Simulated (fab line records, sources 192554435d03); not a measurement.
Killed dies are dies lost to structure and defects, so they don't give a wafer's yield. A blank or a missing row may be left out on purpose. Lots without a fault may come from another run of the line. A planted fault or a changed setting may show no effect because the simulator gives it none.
fab line records | flow n5_finfet
record lots=10 wafers=29 last_day=18
route steps=1938 shown PMOS_HMC_CHANNEL_EPI@68 FIN_SAQP@94 BEOL_M4@1111 PASSIVATION@1936
lots that met no fault: from a run of the same line without faults
start_h: hours from the record's first day to the start of the lot's first wafer shown | wait_h: hours since the lot's step before | " the same as in the row above | L1.1+2: a row that stands for several wafers | - no value, or no start given | * or withheld: withheld | < > ~ a bound
route shown NAME@n: a module of which the file shows steps, and the number in the route of the first | usual: mean/standard deviation of fault-free wafers | same: alike in all rows | chamber/n: place in a boat | sites: the reading at each site | _std_site: their standard deviation | _edge_site: outer sites' mean less inner sites' | radius_mm: how far each site lies from the wafer's centre | mask NAME#n: copy n | behind: the tool/chamber that last shaped the wafer | hold: why the lot was held/for how many hours/how that ended | device: the transistor (n, p or np) that didn't switch | end of line: the same wafers' tests at the end of the route | a step without rows: its recipe alone | killed: dies lost to structure and defects at the first sort, not the wafer's yield | map: a wafer's dies, x killed, . not, _ none there
set.NAME: the setting as run; set.NAME@STEP: as run at that earlier step | model.NAME: the simulator's own value behind a step, which no gauge read
steps of the route over a sample of lots; a table a step, a row a wafer
services: from which hour (start_h, from the record's first day; less than 0 if before it) a tool's chamber was out of use, for how many hours, and why
## steps
# step N5_PMOS_HMC_CHANNEL_EPI_DESCUM_14
# recipe chemistry=O2 time_s=7.9 source_power_w=50 bias_power_w=20 pressure_mtorr=20 rf_frequency_hz=2.712e+07 temp_c=40 resist=CAR-ArF-block o2_flow_sccm=225
# usual chamber_pressure_mTorr=20.006/0.026 drypump_motor_current_A=5.9/0.34 oes_product_au=0.77/0.092 rf_vpp_V=243.5/1.5 showerhead_plenum_p_Torr=2.11/0.075 throttle_valve_pct=20.52/0.21
# columns lot.wafer tool chamber start_h wait_h chamber_pressure_mTorr drypump_motor_current_A oes_product_au rf_hours_counter_h rf_vpp_V showerhead_plenum_p_Torr throttle_valve_pct
L638.1 rie_diel-05 3 17.24 0.0 20.010 5.8 0.72 192 242.9 2.17 20.62
L638.3 " 1 " " 20.003 6.0 0.80 97 242.9 2.10 20.31
L638.5 " 1 " " 20.017 6.0 0.80 - 243.9 2.10 20.32
L639.1 rie_diel-02 1 23.59 0.0 20.017 5.7 0.68 220 243.0 2.14 20.33
L639.4 " 3 " " 20.007 6.3 0.69 239 240.3 1.98 20.72
L639.6 " 0 " " 20.002 5.5 0.79 - 244.9 2.18 20.76
L643.2 rie_diel-01 0 47.74 0.0 19.993 6.3 0.93 14 243.1 2.13 20.47
L643.3 " 1 " " 20.020 5.8 0.72 213 244.5 2.18 20.92
L643.5 " 2 " " 19.981 5.9 0.72 - 241.5 1.98 20.60
L646.1 rie_diel-01 1 64.84 0.1 20.023 5.8 0.72 218 245.3 2.17 20.93
L646.3 " 0 " " 20.004 6.3 0.92 19 243.3 2.12 20.49
L646.6 " 2 " " 19.982 5.8 0.72 - 240.8 1.98 20.60
L648.3 rie_diel-01 1 77.40 0.0 19.992 5.8 0.71 221 243.0 2.17 20.94
L648.4 " 0 " " 20.017 6.3 0.90 22 243.4 2.12 20.47
L648.6 " 3 " " 20.008 5.8 0.89 - 243.6 2.12 20.33
L649.3 rie_diel-01 0 83.21 0.1 20.027 6.3 0.90 25 243.5 2.12 20.47
L649.5 " 2 " " 20.000 5.8 0.71 - 240.7 1.97 20.62
L649.6 " 1 " " 20.002 5.8 0.70 - 243.4 2.17 20.94
L651.1 rie_diel-01 2 95.69 0.5 20.007 5.9 0.70 233 242.7 1.97 20.62
L651.4 " 3 " " 19.964 5.9 0.89 32 242.9 2.12 20.34
L651.5 " 3 " " 19.989 5.9 0.89 - 243.4 2.12 20.35
L653.2 rie_diel-02 1 108.13 0.0 20.035 5.7 0.68 244 243.9 2.13 20.36
L653.3 " 2 " " 19.988 6.2 0.70 196 242.0 2.07 20.27
L653.5 " 0 " " 20.002 5.5 0.77 - 245.4 2.17 20.82
L654.3 rie_diel-02 1 113.40 0.0 19.994 5.7 0.67 245 244.0 2.13 20.35
L654.5 " 0 " " 19.975 5.5 0.77 - 244.9 2.17 20.80
L661.1 rie_diel-05 1 155.33 0.0 20.012 6.0 0.77 126 243.4 2.09 20.36
L661.3 " 0 " " 20.025 6.1 0.70 207 244.1 2.16 20.49
L661.4 " 2 " " 20.004 5.0 0.75 164 240.3 2.01 20.33
# step N5_PMOS_HMC_CHANNEL_EPI_ETCH_38
# recipe chemistry=CF4 target=SiO2 target_depth_a=15 ion_energy_ev=350 pressure_mtorr=10 icp_w=800 bias_w=400 cf4_flow_sccm=80
# usual chamber_pressure_mTorr=10.001/0.0098 drypump_motor_current_A=5.7/0.39 oes_product_au=1.002/0.016 throttle_valve_pct=21.83/0.21
# columns lot.wafer tool chamber start_h wait_h chamber_pressure_mTorr drypump_motor_current_A oes_product_au rf_hours_counter_h throttle_valve_pct
L638.1 rie_si-03 1 17.68 0.0 9.982 6.2 1.001 14 21.81
L638.3 " 2 " " 10.005 6.2 1.010 24 21.89
L638.5 " 0 " " 9.994 5.6 0.987 - 21.70
L639.1 rie_si-04 3 24.03 0.0 9.988 5.9 1.007 77 22.12
L639.4 " 1 " " 9.993 5.1 0.983 - 21.76
L639.6 " 0 " " 9.997 5.2 1.008 - 21.96
L643.2 rie_si-03 1 48.18 0.0 10.005 6.3 0.989 15 21.82
L643.3 " 0 " " 9.981 5.6 0.989 3 21.72
L643.5 " 2 " " 10.000 6.2 1.003 - 21.88
L646.1 rie_si-03 3 65.30 0.0 10.019 6.0 0.982 12 21.69
L646.3 " 0 " " 9.984 5.5 0.987 3 21.69
L646.6 " 2 " " 10.005 6.2 1.010 - 21.89
L648.3 rie_si-04 3 77.84 0.0 10.004 5.9 1.004 79 22.11
L648.4 " 2 " " 10.011 6.1 1.036 100 21.37
L648.6 " 3 " " 10.020 5.9 1.008 - 22.12
L649.3 rie_si-05 1 83.64 0.0 9.994 5.5 1.032 165 22.13
L649.5 " 3 " " 10.000 5.8 1.013 - 21.63
L649.6 " 2 " " 9.983 5.6 1.020 - 21.89
L651.1 rie_si-04 1 96.13 0.0 10.008 5.1 0.994 5 21.77
L651.4 " 0 " " 9.994 5.2 1.021 190 21.98
L651.5 " 1 " " 10.006 5.1 0.991 - 21.77
L653.2 rie_si-05 1 108.57 0.0 9.997 5.5 1.028 165 22.13
L653.3 " 2 " " 9.990 5.6 1.000 80 21.90
L653.5 " 3 " " 9.991 5.8 1.007 - 21.60
L654.3 rie_si-04 2 113.83 0.0 10.002 6.1 1.036 100 21.40
L654.5 " 3 " " 10.002 5.9 1.009 - 22.12
L661.1 rie_si-04 2 155.77 0.0 10.001 6.1 1.029 101 21.38
L661.3 " 0 " " 10.006 5.2 1.021 191 21.98
L661.4 " 3 " " 10.011 5.9 1.015 80 22.13
# step N5_PMOS_HMC_CHANNEL_EPI_FIN_RECESS_16
# recipe chemistry=HBr/Cl2 target=Si mask_material=SiO2 target_depth_a=540 time_s=18 pressure_mtorr=10 icp_w=800 bias_w=75 HBr_flow_sccm=150 Cl2_flow_sccm=80
# usual chamber_pressure_mTorr=9.999/0.0094 drypump_motor_current_A=5.7/0.4 oes_product_au=1.003/0.015 throttle_valve_pct=35.5/0.35
# columns lot.wafer tool chamber start_h wait_h chamber_pressure_mTorr drypump_motor_current_A oes_product_au rf_hours_counter_h throttle_valve_pct
L638.1 rie_si-03 1 17.70 0.0 10.006 6.3 1.002 14 35.5
L638.3 " 2 " " 9.998 6.2 1.003 24 35.2
L638.5 " 0 " " 9.995 5.6 0.993 - 35.7
L639.1 rie_si-04 3 24.05 0.0 10.009 5.9 1.003 77 36.1
L639.4 " 1 " " 9.993 5.1 0.972 - 35.2
L639.6 " 0 " " 9.992 5.2 0.990 - 35.3
L643.2 rie_si-03 1 48.20 0.0 9.992 6.3 0.999 15 35.5
L643.3 " 0 " " 9.992 5.6 0.990 3 35.7
L643.5 " 2 " " 10.000 6.2 0.999 - 35.3
L646.1 rie_si-03 3 65.32 0.0 10.005 6.0 0.972 12 35.4
L646.3 " 0 " " 9.981 5.6 0.995 3 35.7
L646.6 " 2 " " 10.018 6.2 0.997 - 35.2
L648.3 rie_si-04 3 77.86 0.0 9.999 5.8 1.004 79 36.1
L648.4 " 2 " " 9.998 6.1 1.019 100 35.0
L648.6 " 3 " " 10.010 5.9 1.004 - 36.1
L649.3 rie_si-05 1 83.66 0.0 10.011 5.4 1.035 165 36.0
L649.5 " 3 " " 9.987 5.8 1.021 - 35.0
L649.6 " 2 " " 9.985 5.6 1.024 - 35.6
L651.1 rie_si-04 1 96.15 0.0 9.982 5.1 0.992 5 35.2
L651.4 " 0 " " 9.998 5.2 1.009 190 35.3
L651.5 " 1 " " 10.012 5.1 0.997 - 35.2
L653.2 rie_si-05 1 108.59 0.0 9.995 5.5 1.037 165 36.0
L653.3 " 2 " " 10.011 5.6 1.014 80 35.6
L653.5 " 3 " " 10.000 5.8 1.010 - 35.1
L654.3 rie_si-04 2 113.85 0.0 9.982 6.1 1.013 100 35.0
L654.5 " 3 " " 9.990 5.8 1.009 - 36.1
L661.1 rie_si-04 2 155.79 0.0 9.996 6.1 1.023 101 35.0
L661.3 " 0 " " 10.003 5.3 1.004 191 35.3
L661.4 " 3 " " 10.014 5.9 1.016 80 36.1
# step N5_FIN_SAQP_ALD_61
# recipe material=SiO2 target_thk_a=40 temp_c=300 ald_precursor_family=BDEAS ald_co_reactant=O2-plasma pulse_time_s=1 purge_time_s=2 co_reactant_purge_time_s=2 ald_cycles=43 pressure_torr=2
# usual ald_cycles=43/0 heater_power_outer_w=265/38 heater_power_w=472/55 precursor_pulse_height_rel=1.000/0.021
# same purge_time_s=2
# columns lot.wafer tool chamber start_h wait_h ald_cycles heater_power_outer_w heater_power_w precursor_pulse_height_rel
L638.1 ald_sin-03 0 20.10 0.0 43 262 475 1.032
L638.3 " 1 " " 43 253 468 0.965
L638.5 " 3 " " 43 193 360 0.992
L639.1 ald_sin-03 3 27.36 0.0 43 194 361 1.031
L639.4 " 1 " " 43 258 478 0.990
L639.6 " 1 " " 43 255 479 0.999
L643.2 ald_sin-03 2 50.70 0.0 43 313 524 0.982
L643.3 " 1 " " 43 250 457 1.000
L643.5 " 3 " " 43 194 360 1.002
L646.1 ald_sin-03 1 68.23 0.0 43 252 468 1.004
L646.3 " 2 " " 43 310 527 0.998
L646.6 " 1 " " 43 256 469 1.030
L648.3 ald_sin-04 2 82.94 2.2 43 305 537 1.021
L648.4 " 0 " " 43 255 496 1.049
L648.6 " 2 " " 43 304 547 0.971
L649.3 ald_sin-03 2 88.63 2.1 43 322 530 1.000
L649.5 " 1 " " 43 266 461 0.987
L649.6 " 2 " " 43 306 523 0.998
L651.1 ald_sin-03 1 100.13 1.6 43 262 452 0.979
L651.4 " 2 " " 34 309 532 1.018
L651.5 " 2 " " 34 314 520 1.010
L653.2 ald_sin-03 2 112.37 1.0 43 310 524 1.012
L653.3 " 3 " " 43 190 366 0.998
L653.5 " 2 " " 34 314 529 1.000
L654.3 ald_sin-03 3 116.36 0.0 43 191 361 0.978
L654.5 " 2 " " 34 308 517 1.009
L661.1 ald_sin-04 2 158.40 0.2 43 304 559 1.014
L661.3 " 0 " " 43 258 493 1.008
L661.4 " 3 " " 43 243 442 0.994
# step N5_BEOL_M4_RC_MEAS_101
# usual DIBL_N=36.0/2.2 DIBL_P=36.2/2.4 IOFF_N=0.16/0.035 IOFF_P=0.21/0.037 ION_N=672/13 ION_P=461/7 SS_N=71.4/0.69 SS_P=73.2/0.75 VT_N=250/3.4 VT_P=-251/3
# columns lot.wafer tool chamber start_h wait_h DIBL_N[mV/V] DIBL_P[mV/V] IOFF_N[nA/um] IOFF_P[nA/um] ION_N[uA/um] ION_P[uA/um] SS_N[mV/dec] SS_P[mV/dec] VT_N[mV] VT_P[mV]
L638.1 prober-01 0 205.02 0.0 33.9 34.2 0.12 0.17 659 451 71.3 73.7 252 -257
L638.3 " 0 " " 35.4 35.7 0.16 0.19 677 457 71.1 73.4 250 -253
L638.5 " 0 " " 35.7 36.5 0.17 0.21 694 467 70.8 73.6 246 -252
L639.1 prober-02 0 207.70 0.0 33.4 33.8 0.13 0.17 678 460 70.8 72.1 252 -251
L639.4 " 0 " " 30.8 32.2 0.10 0.16 659 462 70.2 72.1 257 -254
L639.6 " 0 " " 33.7 34.7 0.14 0.19 679 465 70.8 72.4 249 -253
L643.2 prober-02 0 236.88 0.2 37.0 39.5 0.18 0.26 667 465 72.0 74.1 252 -250
L643.3 " 0 " " 36.6 38.0 0.17 0.23 674 460 71.6 74.1 248 -251
L643.5 " 0 " " 34.1 35.2 0.13 0.19 660 463 71.6 72.9 254 -254
L646.1 prober-01 0 240.70 0.0 38.1 37.4 0.20 0.21 667 455 72.1 73.1 250 -252
L646.3 " 0 " " 38.7 40.3 0.22 0.26 690 466 71.9 74.4 244 -246
L646.6 " 0 " " 37.8 39.1 0.19 0.23 677 459 71.7 73.5 248 -252
L648.3 prober-02 0 264.73 0.3 34.0 32.1 0.13 0.18 666 458 71.1 72.2 253 -250
L648.4 " 0 " " 36.6 35.7 0.18 0.24 673 470 72.5 73.2 246 -246
L648.6 " 0 " " 33.7 32.3 0.12 0.18 665 460 70.4 72.5 253 -248
L651.1 prober-01 0 270.87 0.0 37.0 37.3 0.17 0.23 671 464 72.0 73.7 249 -248
L651.4 " 0 " " 35.4 34.3 0.15 0.19 675 463 71.1 72.8 248 -253
L651.5 " 0 " " 37.6 37.9 0.19 0.25 684 467 72.0 73.7 248 -249
L649.3 prober-02 0 273.10 0.3 31.8 33.3 0.11 0.16 651 452 70.9 73.1 254 -254
L649.5 " 0 " " 35.7 37.8 0.16 0.22 663 458 72.4 73.2 248 -252
L649.6 " 0 " " 34.3 35.4 0.15 0.19 670 457 71.0 73.0 251 -253
L653.2 prober-02 0 299.60 0.2 35.1 36.3 0.15 0.22 664 461 71.1 73.1 248 -250
L653.3 " 0 " " 35.3 35.5 0.15 0.19 677 457 70.9 73.1 251 -252
L653.5 " 0 " " 35.8 37.0 0.16 0.23 677 463 71.8 73.0 250 -248
L654.3 prober-02 0 304.24 0.3 35.8 34.3 0.15 0.17 663 451 71.9 73.3 253 -250
L654.5 " 0 " " 33.5 32.2 0.11 0.15 655 451 71.3 72.3 255 -254
L661.1 prober-01 0 341.10 0.0 36.0 35.5 0.14 0.20 676 466 70.8 73.0 251 -249
L661.3 " 0 " " 37.5 37.4 0.18 0.24 682 473 71.7 73.2 249 -247
L661.4 " 0 " " 36.2 36.2 0.16 0.21 678 466 71.3 73.0 250 -248
# step N5_PASSIVATION_PROBE_49
# usual defect_limited_yield=91.2/1.4 killed_at_M0_to_M3=34/9.4 killed_at_M4_up=14/5.6 killed_at_contacts=13/7.8 killed_at_front_end=37/10 killed_at_other=4/3.3 killed_dies=103/17 killed_open=68/13 killed_short=33/8.2 sort_bin_5_function=5.1/0.92 sort_bin_6_memory=3.3/0.71 sort_bin_8_speed=0.01/0.043 sort_n_pass=1077/17 sort_yield_pct=91.2/1.4
# same gross_dies=1180 killed_at_back_side=0 sort_bin_4_leakage[%]=0
# columns lot.wafer tool chamber start_h wait_h defect_limited_yield[%] killed_at_M0_to_M3 killed_at_M4_up killed_at_contacts killed_at_front_end killed_at_other killed_dies killed_open killed_short sort_bin_5_function[%] sort_bin_6_memory[%] sort_bin_8_speed[%] sort_n_pass sort_yield_pct[%]
L651.1 prober-02 - 382.95 0.0 91.8 30 20 15 29 3 97 66 29 5.4 2.5 0 1083 91.8
L651.4 prober-02 - 383.10 0.2 93.1 30 12 7 30 3 82 56 25 4.3 2.5 0 1098 93.1
L651.5 prober-02 - 383.15 0.2 90.0 35 25 8 41 9 118 77 37 6.1 3.7 0 1062 90.0
L654.3 prober-02 - 416.93 0.1 92.2 22 14 13 40 3 92 56 24 4.0 2.5 0 1088 92.2
L654.5 prober-02 - 417.03 0.2 91.9 25 8 6 46 11 96 55 41 5.5 2.5 0 1084 91.9
# killed by level:class
L651.1 MOL_CONTACT_COAG:geometric_particle:open=10 BEOL_M4:geometric_particle:open=9 FIN_SAQP:geometric_particle:open=6 BEOL_M1:geometric_particle:open=6 STI_FIN_REVEAL:geometric_particle:open=5 MOL_CONTACT_COAG:geometric_particle:short=5 BEOL_M0_SAQP:geometric_particle:open=5 FIN_SAQP:geometric_particle:short=4
L651.4 BEOL_M3:geometric_particle:open=10 STI_FIN_REVEAL:geometric_particle:open=9 MOL_CONTACT_COAG:geometric_particle:open=7 FIN_SAQP:geometric_particle:short=6 BEOL_M0_SAQP:geometric_particle:open=5 BEOL_M0:geometric_particle:open=4 BEOL_M4:geometric_particle:open=4 GATE_CUT:geometric_particle:short=3
L651.5 BEOL_M4:geometric_particle:open=14 STI_FIN_REVEAL:geometric_particle:open=12 FIN_SAQP:geometric_particle:open=8 BEOL_M3:geometric_particle:open=8 MOL_CONTACT_COAG:geometric_particle:open=7 BEOL_M2:geometric_particle:open=6 BEOL_M0_SAQP:geometric_particle:short=6 BEOL_M0_SAQP:geometric_particle:open=4
L654.3 HKMG_FIN:area_etch=12 MOL_CONTACT_COAG:geometric_particle:open=9 FIN_SAQP:geometric_particle:short=8 STI_FIN_REVEAL:geometric_particle:open=7 FIN_SAQP:geometric_particle:open=5 BEOL_M3:geometric_particle:open=5 BEOL_M0_SAQP:geometric_particle:open=5 BEOL_M4:geometric_particle:open=5
L654.5 FIN_SAQP:geometric_particle:short=10 STI_FIN_REVEAL:geometric_particle:open=10 GATE_CUT:geometric_particle:short=8 BEOL_M2:geometric_particle:open=8 FIN_SAQP:geometric_particle:open=6 DUMMY_GATE:geometric_particle:open=5 BEOL_M3:geometric_particle:open=5 MOL_CONTACT_COAG:geometric_particle:open=4
## services
# columns tool chamber start_h hours kind
rie_diel-01 0 -5.51 - clean
rie_diel-01 0 -5.51 - consumable_replace:focus_ring
rie_diel-01 0 -5.51 10.1 scheduled_down
rie_diel-01 0 -5.51 10.1 vent_cycle
rie_si-04 2 -0.76 29.1 repair
ald_sin-03 1 10.33 2.2 repair
ald_sin-04 1 14.32 2.5 repair
rie_si-03 - 20.98 4.0 pm
ald_sin-03 0 21.18 4.4 repair
rie_si-05 - 27.30 14.6 pm
rie_diel-05 1 32.75 9.0 repair
rie_si-05 2 48.90 11.0 repair
rie_si-03 - 57.21 0.3 repair
rie_diel-02 3 58.21 - clean
ald_sin-03 0 73.62 5.7 repair
rie_diel-01 3 78.87 5.7 repair
ald_sin-03 - 80.68 6.1 pm
ald_sin-03 - 108.58 0.9 repair
rie_diel-05 1 109.28 4.8 repair
ald_sin-03 - 119.99 2.8 pm
ald_sin-03 1 130.03 1.8 repair
rie_diel-05 1 140.73 9.1 repair
rie_diel-01 3 144.44 4.0 repair
rie_si-05 1 152.19 13.2 repair
## key
first_sign step=N5_FIN_SAQP_ALD_61 reading=ald_cycles direction=down sigmas=99+ usual=* struck=*
effect none on later readings
met_at N5_FIN_SAQP_ALD_61
struck_lots L651,L653,L654
struck_wafers L651.4,L651.5,L653.5,L654.5
baseline_loss step=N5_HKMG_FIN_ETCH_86 wafers=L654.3
not_acting_at N5_PMOS_HMC_CHANNEL_EPI_DESCUM_14,N5_PMOS_HMC_CHANNEL_EPI_ETCH_38,N5_PMOS_HMC_CHANNEL_EPI_FIN_RECESS_16
onset_between 88.63 100.13
fault kind=process_parameter_drift tool=ald_sin-03 chamber=- onset_h=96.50 steps=N5_FIN_SAQP_ALD_61 channel=ald_cycles offset=* shape=step end_h=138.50 scope=struck_wafers_only acts_in=* stated=*
# baseline_loss: these wafers lose ten dies or more at that step, a loss of the line's own and not of a fault; the sort's usual values leave them out
